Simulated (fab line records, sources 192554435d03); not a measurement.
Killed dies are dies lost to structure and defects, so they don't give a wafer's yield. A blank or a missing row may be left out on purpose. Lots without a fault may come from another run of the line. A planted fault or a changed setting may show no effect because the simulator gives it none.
One fault seen from 2 desks | flow n5_finfet | each desk has only its own numbers; what lay behind them comes last

THE METROLOGY DESK
What the gauges read, lot by lot, whatever tool the lot ran on: means of the sampled wafers that have a number. A lot is out of limits, marked OUT, if its mean lies more than 4 standard deviations from the usual mean; the brackets give that distance. Of its 10 readings 7 are shown: those that lie furthest out on some lot.
Columns: A = DIBL_N at N5_BEOL_M4_RC_MEAS_101, usual 36.3 mV/V; B = DIBL_P at N5_BEOL_M4_RC_MEAS_101, usual 35.7 mV/V; C = IOFF_N at N5_BEOL_M4_RC_MEAS_101, usual 0.155 nA/um; D = IOFF_P at N5_BEOL_M4_RC_MEAS_101, usual 0.204 nA/um; E = SS_N at N5_BEOL_M4_RC_MEAS_101, usual 71.5 mV/dec; F = SS_P at N5_BEOL_M4_RC_MEAS_101, usual 73.1 mV/dec; G = VT_P at N5_BEOL_M4_RC_MEAS_101, usual -251 mV
lot  | first seen here | A    | B    | C     | D     | E    | F    | G
L845 | day 8 17:02     | 35.0 | 33.9 | 0.145 | 0.202 | 71.2 | 72.6 | -250
L860 | day 11 15:51    | 39.1 | 37.3 | 0.174 | 0.226 | 72.2 | 74.2 | -249
L863 | day 12 10:19    | 36.2 | 35.6 | 0.156 | 0.208 | 71.6 | 73.2 | -250
L868 | day 13 19:11    | 36.0 | 35.2 | 0.148 | 0.183 | 71.4 | 72.3 | -254
This desk's finding: nothing out of limits on any of the 4 lots.

THE TOOL OWNER'S DESK: rie_diel-03
The tool's own readings at N5_BEOL_M2_TRENCH_ETCH_37 (etches SiOC in C4F6/O2, target depth 55.555 nm, time 29.2 s): means of the sampled wafers that have a number, for each lot that ran on this tool. A lot is out of limits, marked OUT, if its mean lies more than 4 standard deviations from the usual mean; the brackets give that distance.
Columns: A = bias_w at N5_BEOL_M2_TRENCH_ETCH_37, usual 185.0 W; B = chamber_pressure_mTorr at N5_BEOL_M2_TRENCH_ETCH_37, usual 29.999 mTorr; C = drypump_motor_current_A at N5_BEOL_M2_TRENCH_ETCH_37, usual 5.8 A; D = oes_product_au at N5_BEOL_M2_TRENCH_ETCH_37, usual 0.77 a.u.; E = rf_vpp_V at N5_BEOL_M2_TRENCH_ETCH_37, usual 663 V; F = showerhead_plenum_p_Torr at N5_BEOL_M2_TRENCH_ETCH_37, usual 2.87 Torr; G = throttle_valve_pct at N5_BEOL_M2_TRENCH_ETCH_37, usual 20.76 %
lot  | first seen here | A               | B      | C   | D    | E              | F    | G
L845 | day 7 11:55     | 185.3           | 29.998 | 6.4 | 0.81 | 659            | 2.83 | 20.85
L860 | day 10 12:07    | 166.9 (-32) OUT | 29.987 | 6.3 | 0.81 | 604 (-11) OUT  | 2.77 | 20.72
L863 | day 11 03:40    | 166.7 (-32) OUT | 30.010 | 5.9 | 0.79 | 609 (-9.9) OUT | 2.91 | 20.63
This desk's finding: out of limits on L860, L863; first on L860, day 10 12:07 (bias_w at N5_BEOL_M2_TRENCH_ETCH_37). In limits: L845.

PUT TOGETHER
The tool owner's desk could have raised an alarm at day 10 12:07, on L860, L863.
The metrology desk saw nothing out of limits.
The metrology desk has L860, L863 on record, within its limits.
Of the lots named, all ran N5_BEOL_M2_TRENCH_ETCH_37 on rie_diel-03.

WHAT THE SIMULATOR HAD PUT IN
Process parameter drift: rie_diel-03, from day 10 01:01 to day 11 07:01, at N5_BEOL_M2_TRENCH_ETCH_37. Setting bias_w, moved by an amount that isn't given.
Lots struck among those shown: L860, L863.
Hours from the fault's start to each desk's first reading out of limits: the tool owner's desk, 11.
